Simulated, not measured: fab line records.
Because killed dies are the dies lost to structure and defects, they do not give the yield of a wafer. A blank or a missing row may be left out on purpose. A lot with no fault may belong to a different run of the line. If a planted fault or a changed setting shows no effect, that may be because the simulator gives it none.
Chamber matching || flow n5_finfet || ald_sin-04 running N5_ILD0_LINER_00: 4 sister chambers
The step material SiNx, target thk 4 nm, pulse time 1 s, purge time 2 s. 8 wafers are shown with their chamber, then 8 later ones without.

## WAFERS WITH THEIR CHAMBER
{"wafer": "L082.4", "chamber": 3, "heater_power_w (W)": 892, "susceptor_temp_C (C)": 399.88}
{"wafer": "L085.2", "chamber": 2, "heater_power_w (W)": 1000, "susceptor_temp_C (C)": 400.06}
{"wafer": "L085.3", "chamber": 1, "heater_power_w (W)": 790, "susceptor_temp_C (C)": 399.72}
{"wafer": "L085.4", "chamber": 3, "heater_power_w (W)": 887, "susceptor_temp_C (C)": 400.03}
{"wafer": "L090.3", "chamber": 0, "heater_power_w (W)": 761, "susceptor_temp_C (C)": 399.89}
{"wafer": "L090.4", "chamber": 2, "heater_power_w (W)": 1000, "susceptor_temp_C (C)": 399.99}
{"wafer": "L090.5", "chamber": 0, "heater_power_w (W)": 747, "susceptor_temp_C (C)": 399.73}
{"wafer": "L094.1", "chamber": 1, "heater_power_w (W)": 821, "susceptor_temp_C (C)": 399.84}

## WAFERS MISSING THEIR CHAMBER
{"wafer": "L094.2", "heater_power_w (W)": 983, "susceptor_temp_C (C)": 400.31}
{"wafer": "L094.5", "heater_power_w (W)": 771, "susceptor_temp_C (C)": 400.02}
{"wafer": "L096.2", "heater_power_w (W)": 772, "susceptor_temp_C (C)": 399.81}
{"wafer": "L096.4", "heater_power_w (W)": 880, "susceptor_temp_C (C)": 400.13}
{"wafer": "L096.5", "heater_power_w (W)": 926, "susceptor_temp_C (C)": 400.13}
{"wafer": "L097.2", "heater_power_w (W)": 759, "susceptor_temp_C (C)": 400.27}
{"wafer": "L097.3", "heater_power_w (W)": 789, "susceptor_temp_C (C)": 400.24}
{"wafer": "L097.6", "heater_power_w (W)": 970, "susceptor_temp_C (C)": 399.97}

## WHICH CHAMBER EACH WENT THROUGH
{"wafer": "L094.2", "from the rows above": 2, "in truth": 2}
{"wafer": "L094.5", "from the rows above": "can't be placed: 0 or 1", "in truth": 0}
{"wafer": "L096.2", "from the rows above": "can't be placed: 0 or 1", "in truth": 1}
{"wafer": "L096.4", "from the rows above": 3, "in truth": 3}
{"wafer": "L096.5", "from the rows above": 3, "in truth": 3}
{"wafer": "L097.2", "from the rows above": "can't be placed: 0 or 1", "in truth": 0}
{"wafer": "L097.3", "from the rows above": "can't be placed: 1 or 0", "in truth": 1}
{"wafer": "L097.6", "from the rows above": 2, "in truth": 2}
Correct placement for 4 of the 8. Not placeable from these rows: 4 (in 4, the candidates include the true chamber). Placed wrongly: 0.
How it was worked out, from the rows above alone: a wafer's distance from a chamber is the root of the sum, over the readings, of the square of ((its reading less the chamber's mean) divided by the reading's scatter). The wafer belongs to the nearest chamber; if the next one is less than 2 further off, it can't be placed. For every chamber, the mean is computed from those of its wafers that are shown. The scatter: take each reading less its chamber's mean, square it, sum over the shown wafers, divide by the number of wafers less the number of chambers, and take the root.
